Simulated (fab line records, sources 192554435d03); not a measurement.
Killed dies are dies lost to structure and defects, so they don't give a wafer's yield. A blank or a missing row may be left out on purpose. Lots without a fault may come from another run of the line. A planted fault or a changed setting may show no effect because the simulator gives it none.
fab line records | flow n5_finfet
record lots=4 wafers=12 last_day=19
route steps=1938 shown MOL_CONTACT_COAG@546 PASSIVATION@1936
lots that met no fault: from a run of the same line without faults
start_h: hours from the record's first day to the start of the lot's first wafer shown | wait_h: hours since the lot's step before | " the same as in the row above | L1.1+2: a row that stands for several wafers | - no value, or no start given | * or withheld: withheld | < > ~ a bound
route shown NAME@n: a module of which the file shows steps, and the number in the route of the first | usual: mean/standard deviation of fault-free wafers | same: alike in all rows | chamber/n: place in a boat | sites: the reading at each site | _std_site: their standard deviation | _edge_site: outer sites' mean less inner sites' | radius_mm: how far each site lies from the wafer's centre | mask NAME#n: copy n | behind: the tool/chamber that last shaped the wafer | hold: why the lot was held/for how many hours/how that ended | device: the transistor (n, p or np) that didn't switch | end of line: the same wafers' tests at the end of the route | a step without rows: its recipe alone | killed: dies lost to structure and defects at the first sort, not the wafer's yield | map: a wafer's dies, x killed, . not, _ none there
set.NAME: the setting as run; set.NAME@STEP: as run at that earlier step | model.NAME: the simulator's own value behind a step, which no gauge read
lots at some steps of the route; a table a step, a row a wafer
services: from which hour (start_h, from the record's first day; less than 0 if before it) a tool's chamber was out of use, for how many hours, and why
## steps
# step N5_MOL_CONTACT_COAG_PRE_CLEAN_141
# recipe gas=H2/He time_s=60 temp_c=300
# step N5_MOL_CONTACT_COAG_SPUTTER_143
# recipe material=Co target_thk_a=25 temp_c=25 chamber_pressure_pa=0.2
# step N5_MOL_CONTACT_COAG_CO_FILL_22
# recipe material=Co target_thk_a=200 temp_c=200 precursor=CCTBA/H2 pressure_torr=30
# step N5_MOL_CONTACT_COAG_ANNEAL_113
# recipe temp_c=400 time_s=300 ambient=H2/N2
# step N5_MOL_CONTACT_COAG_PRE_CLEAN_142
# recipe gas=H2/He time_s=60 temp_c=300
# step N5_MOL_CONTACT_COAG_SPUTTER_130
# recipe material=Co target_thk_a=475 temp_c=25 chamber_pressure_pa=0.5 power_w=3000
# step N5_MOL_CONTACT_COAG_PRECLEAN_125
# recipe chemistry=DIW time_s=57.5 temp_c=23
# step N5_MOL_CONTACT_COAG_SRD_126
# recipe dry_time_s=32 dry=n2_spin spin_rpm=1500
# step N5_MOL_CONTACT_COAG_CMP_23
# recipe stop_on=SiO2 t_overpolish_s=1.5 post_cmp_clean=cu_alkaline down_force_psi=2 platen_rpm=50.289 pad_velocity_m_s=1.0006 target_thk_nm=0
# step N5_MOL_CONTACT_COAG_WET_ETCH_26
# recipe target=Co target_depth_nm=13
# step N5_MOL_CONTACT_COAG_WET_ETCH_116
# recipe chemistry=SC1-inhibited target_depth_nm=4.6 dry=ipa_marangoni rinse_time_s=30 rinse_temp_c=23
# columns lot.wafer tool chamber start_h wait_h
L966.1+3+5 wet_bench-02 1,3,4 109.38 0.0
L973.1+5+6 wet_bench-06 6,2,3 147.79 0.0
L974.2+3+6 wet_bench-06 7,5,4 155.76 0.0
L985.2+3+6 wet_bench-06 6,0,7 224.96 0.0
# step N5_MOL_CONTACT_COAG_ALD_27
# recipe material=SiOC target_thk_a=170 temp_c=400 ald_precursor_family=carbosiloxane ald_co_reactant=H2-plasma pulse_time_s=1.5 time_s=2720 purge_time_s=2 co_reactant_purge_time_s=2 ald_cycles=340 pressure_torr=2
# step N5_MOL_CONTACT_COAG_CMP_28
# recipe stop_on=SiNx t_overpolish_s=0.85 post_cmp_clean=alkaline_brush down_force_psi=4.15 platen_rpm=51.8 pad_velocity_m_s=1.0307 target_thk_nm=14.522
# step N5_MOL_CONTACT_COAG_ALD_123
# recipe material=SiNx target_thk_a=50 temp_c=400 ald_precursor_family=SiH2I2 ald_co_reactant=N2/H2-plasma pulse_time_s=1 purge_time_s=2 co_reactant_purge_time_s=2 ald_cycles=100 pressure_torr=2
# step N5_MOL_CONTACT_COAG_PECVD_31
# recipe material=SiO2 target_thk_a=460 temp_c=400 precursor=TEOS/O2 pressure_torr=6.5 rf_w=withheld teos_flow_sccm=withheld gas=O2 flow_sccm=2650 time_s=8.9
# step N5_MOL_CONTACT_COAG_COAT_75
# recipe resist=SOC temp_c=250 time_s=60 spin_rpm=1500 resist_thk_nm=60
# step N5_MOL_CONTACT_COAG_COAT_76
# recipe resist=SiARC temp_c=220 time_s=60 spin_rpm=1500 resist_thk_nm=10
# step N5_MOL_CONTACT_COAG_COAT_77
# recipe resist=underlayer temp_c=205 time_s=60 spin_rpm=1500 resist_thk_nm=10
# step N5_MOL_CONTACT_COAG_COAT_78
# recipe resist=CAR-EUV spin_rpm=1500 resist_thk_nm=40
# step N5_MOL_CONTACT_COAG_EBR_80
# recipe solvent=PGMEA ebr_width_mm=1.5
# step N5_MOL_CONTACT_COAG_SOFTBAKE_79
# recipe temp_c=110 time_s=60 resist=CAR-EUV
# step N5_MOL_CONTACT_COAG_EXPOSE_81
# recipe mask_id=VG na=0.33 source_shape=annular sigma_inner=0.3 sigma_outer=0.7 polarization=unpolarized defocus_nm=0 dose_mj=59.5
# step N5_MOL_CONTACT_COAG_PEB_82
# recipe peb_temp_c=100 peb_time_s=60 resist=CAR-EUV
# step N5_MOL_CONTACT_COAG_DEVELOP_83
# recipe develop_time_s=30 developer=TMAH resist=CAR-EUV rinse_liquid=surfactant_rinse dry=air_spin dev_temp_c=23
# step N5_MOL_CONTACT_COAG_DESCUM_88
# recipe chemistry=O2 time_s=7 source_power_w=50 bias_power_w=20 pressure_mtorr=20 rf_frequency_hz=2.712e+07 temp_c=40 resist=CAR-EUV o2_flow_sccm=225
# step N5_MOL_CONTACT_COAG_ETCH_89
# recipe chemistry=N2/H2 target=underlayer target_depth_a=130 mask_material=CAR-EUV time_s=10.4 ion_energy_ev=200 pressure_mtorr=30 source_w=840 bias_w=150 n2_flow_sccm=200 h2_flow_sccm=200 ends=cleared
# step N5_MOL_CONTACT_COAG_ETCH_90
# recipe chemistry=CF4 target=SiARC target_depth_a=130 mask_material=CAR-EUV time_s=21.7 ion_energy_ev=80 pressure_mtorr=40 source_w=545 bias_w=36 Ar_flow_sccm=100 cf4_flow_sccm=100 ends=cleared
# step N5_MOL_CONTACT_COAG_ALD_131
# recipe material=SiO2 target_thk_a=50 temp_c=100 ald_precursor_family=BDEAS ald_co_reactant=O2-plasma pulse_time_s=1 co_reactant_pulse_time_s=1 purge_time_s=2 co_reactant_purge_time_s=2 ald_cycles=35 pressure_torr=2
# step N5_MOL_CONTACT_COAG_ETCHBACK_132
# recipe chemistry=CHF3 target=SiO2 target_depth_a=100 time_s=6.7 ion_energy_ev=200 pressure_mtorr=30 source_w=610 bias_w=170 Ar_flow_sccm=200 CHF3_flow_sccm=50
# step N5_MOL_CONTACT_COAG_ETCH_91
# recipe chemistry=N2/H2 target=SOC target_depth_a=600 overetch_a=210 mask_material=SiARC temp_c=40 time_s=101.2 ion_energy_ev=200 pressure_mtorr=30 source_w=840 bias_w=150 n2_flow_sccm=200 h2_flow_sccm=200
# step N5_MOL_CONTACT_COAG_STRIP_92
# recipe chemistry=N2/H2 temp_c=40 n2_flow_sccm=200 h2_flow_sccm=200 rf_frequency_hz=6e+07
# step N5_MOL_CONTACT_COAG_STRIP_93
# recipe chemistry=N2/H2 temp_c=40 n2_flow_sccm=200 h2_flow_sccm=200 rf_frequency_hz=6e+07
# step N5_MOL_CONTACT_COAG_ETCHBACK_135
# recipe chemistry=CHF3 target=SiO2 target_depth_a=250 time_s=16.7 ion_energy_ev=200 pressure_mtorr=30 source_w=610 bias_w=170 Ar_flow_sccm=200 CHF3_flow_sccm=50
# step N5_MOL_CONTACT_COAG_STRIP_118
# recipe chemistry=CHF3 resist=SiARC rf_frequency_hz=6e+07
# step N5_MOL_CONTACT_COAG_VIA_ETCH_46
# recipe chemistry=C4F6/O2 target_depth_a=460 overetch_a=92 mask_material=SOC target=SiO2 bias_w=455 pressure_mtorr=10 time_s=40 source_w=325 Ar_flow_sccm=300 C4F6_flow_sccm=10 O2_flow_sccm=10 ion_energy_ev=575.3 ends=end_point
# step N5_MOL_CONTACT_COAG_STRIP_96
# recipe chemistry=N2/H2 power_w=500 temp_c=40 pressure_mtorr=50 rf_frequency_hz=6e+07 overash_fraction=0.3 bias_power_w=28 h2_frac=0.5 n2_flow_sccm=300 h2_flow_sccm=300
# step N5_PASSIVATION_PROBE_49
# usual defect_limited_yield=91.6/1.4 killed_at_M0_to_M3=35/10 killed_at_M4_up=13/4.8 killed_at_contacts=12/7.2 killed_at_front_end=36/12 killed_at_other=4/3.1 killed_dies=100/17 killed_open=66/13 killed_short=32/7.3 sort_bin_5_function=5.0/0.94 sort_bin_6_memory=3.1/0.67 sort_n_pass=1080/17 sort_yield_pct=91.6/1.4
# same gross_dies=1180 killed_at_back_side=0 sort_bin_4_leakage[%]=0 sort_bin_8_speed[%]=0
# columns lot.wafer tool chamber start_h wait_h defect_limited_yield[%] killed_at_M0_to_M3 killed_at_M4_up killed_at_contacts killed_at_front_end killed_at_other killed_dies killed_open killed_short sort_bin_5_function[%] sort_bin_6_memory[%] sort_n_pass sort_yield_pct[%]
L973.1 prober-02 - 375.70 0.0 86.4 26 15 95 23 2 161 44 27 9.1 2.5 1019 86.4
L973.5 prober-02 - 375.90 0.2 86.0 24 11 110 20 0 165 40 23 8.9 3.3 1015 86.0
L973.6 prober-02 - 375.95 0.3 86.3 34 5 92 30 1 162 50 19 8.9 2.7 1018 86.3
L974.2 prober-01 - 389.65 0.1 85.3 25 16 76 53 4 174 55 50 9.3 4.2 1006 85.3
L974.3 prober-01 - 389.70 0.1 83.6 41 9 106 34 3 193 67 30 11.1 3.6 987 83.6
L974.6 prober-01 - 389.85 0.3 86.6 21 13 93 31 0 158 51 28 8.2 3.6 1022 86.6
# killed by level:class
L973.1 MOL_CONTACT_COAG:unspecified=88 BEOL_M2:geometric_particle:open=12 BEOL_M4:geometric_particle:open=5 MOL_CONTACT_COAG:geometric_particle:open=5 BEOL_M4:geometric_particle:short=5 BEOL_M3:geometric_particle:open=4 STARTING-WAFER:geometric_particle:short=4 FIN_SAQP:geometric_particle:short=3
L973.5 MOL_CONTACT_COAG:unspecified=102 BEOL_M0_SAQP:geometric_particle:open=7 MOL_CONTACT_COAG:geometric_particle:open=6 BEOL_M0_SAQP:geometric_particle:short=5 BEOL_M1:geometric_particle:open=4 BEOL_M4:geometric_particle:open=4 STARTING-WAFER:geometric_particle:short=4 FIN_SAQP:geometric_particle:open=3
L973.6 MOL_CONTACT_COAG:unspecified=88 BEOL_M2:geometric_particle:open=11 STI_FIN_REVEAL:geometric_particle:open=9 BEOL_M3:geometric_particle:open=9 BEOL_M0_SAQP:geometric_particle:short=6 HKMG_FIN:area_etch=5 STARTING-WAFER:geometric_particle:open=4 FIN_SAQP:geometric_particle:open=3
L974.2 MOL_CONTACT_COAG:unspecified=67 FIN_SAQP:geometric_particle:short=28 FIN_SAQP:geometric_particle:open=11 MOL_CONTACT_COAG:geometric_particle:open=8 BEOL_M0_SAQP:geometric_particle:short=8 BEOL_M4:geometric_particle:open=7 BEOL_M1:geometric_particle:open=6 STI_FIN_REVEAL:geometric_particle:open=5
L974.3 MOL_CONTACT_COAG:unspecified=96 MOL_CONTACT_COAG:geometric_particle:open=10 BEOL_M0_SAQP:geometric_particle:short=9 BEOL_M0_SAQP:geometric_particle:open=7 BEOL_M2:geometric_particle:open=7 DUMMY_GATE:geometric_particle:open=5 DUMMY_GATE:geometric_particle:short=5 BEOL_M3:geometric_particle:open=5
L974.6 MOL_CONTACT_COAG:unspecified=79 MOL_CONTACT_COAG:geometric_particle:open=9 BEOL_M4:geometric_particle:open=7 BEOL_M0_SAQP:geometric_particle:open=6 STARTING-WAFER:geometric_particle:open=6 FIN_SAQP:geometric_particle:short=5 STI_FIN_REVEAL:geometric_particle:open=5 MOL_CONTACT_COAG:geometric_particle:short=5
# map L973.5 (x killed, . not)
_________________.x....x.....________________
______________............x....x_____________
___________..............x..x....x.__________
__________................x.xxxx...._________
________.................xxxxxx.x...x._______
_______...x..x...xx.....xxxxxxxxxx.....______
______............x....xxxxxxxxxxxx..x.._____
_____................x..xxxxxxxxxxx..x...____
____...................xxxxxxxxxxx.x.x....___
___..x................xxxxxxxxxxxxx...x....__
___............x......xxxxxxxxxxxx.........__
__...............x.....xxxxxxxxxx..........._
__.......x...............x.xxx.............._
_..x....................x....x.x....x........
_...............x..........x........xx.......
_..x........x...x..............xx...x........
_.........................x........x.......x.
_.....x.x.........................x..........
_.......x.......................x.x..........
_........x...................x...........x...
_x..x.....................x..............x...
__..............................x..........._
__..x..................................x...._
___........................................__
___.................................x......__
____.................x....................___
_____...xx..........x..........x.........____
______.................................._____
_______.....................x..x.......______
________.............................._______
__________.........................x_________
___________........................__________
______________.......x.........x_____________
_________________...x..x.....________________
# map L974.3 (x killed, . not)
_________________...x..x..x..________________
______________.................._____________
___________x..........x........x...__________
__________.x.........x.............._________
________......................x......._______
_______.x..x...........................______
______x.x...x..xx......................._____
_____.xx.xxx.xxx.........................____
____.xxxxxxxxxx.x..x......x...x..x........___
___...xx.xxxxxx.x.x........................__
___.xxxxxxxxxxxx.x...x.x............x......__
__..xxxxxxxxxxxx................x..x..x.x..._
__..x..xxxxxxxxxxxx...xx.....x........x....._
_.....xxxxxxxxxxx.x.........x....x...........
_xx....xxxxx.xxxxx.x................x........
_....xx.xxxxxx..x...x...x..x.......x..x....x.
_.x.........x....x....x...............x......
_xx.........xxx...............x...........x..
_........................x..................x
_......x....x...x.........x..............x...
_.........................x......x...x.......
__..........x.x....x.....x............x....._
__.......x..............................x..._
___...........................x.......x....__
___...............x...x........x.......x...__
____..............x......................x___
_____x.....x........................x...x____
______..........x.............x....x...._____
_______................................______
________..x....x.x...................._______
__________.................x........_________
___________........................__________
______________......xx.........._____________
_________________..xx........________________
## services
# columns tool chamber start_h hours kind
wet_bench-06 - 132.10 3.9 repair
## key
first_sign step=N5_PASSIVATION_PROBE_49 reading=killed_at_contacts direction=up sigmas=12 usual=12 struck=95
effect step=N5_PASSIVATION_PROBE_49 reading=killed_dies direction=up sigmas=4.1 usual=100 struck=169
more_kills_born_at N5_MOL_CONTACT_COAG_WET_ETCH_116@wet_bench-06=520
met_at N5_MOL_CONTACT_COAG_WET_ETCH_116
struck_wafers L973.1,L973.5,L973.6,L974.2,L974.3,L974.6
fault kind=chamber_particle_source tool=wet_bench-06 chamber=- onset_h=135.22 steps=N5_MOL_CONTACT_COAG_WET_ETCH_116 rate_per_visit_cm2=0.48 end_h=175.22
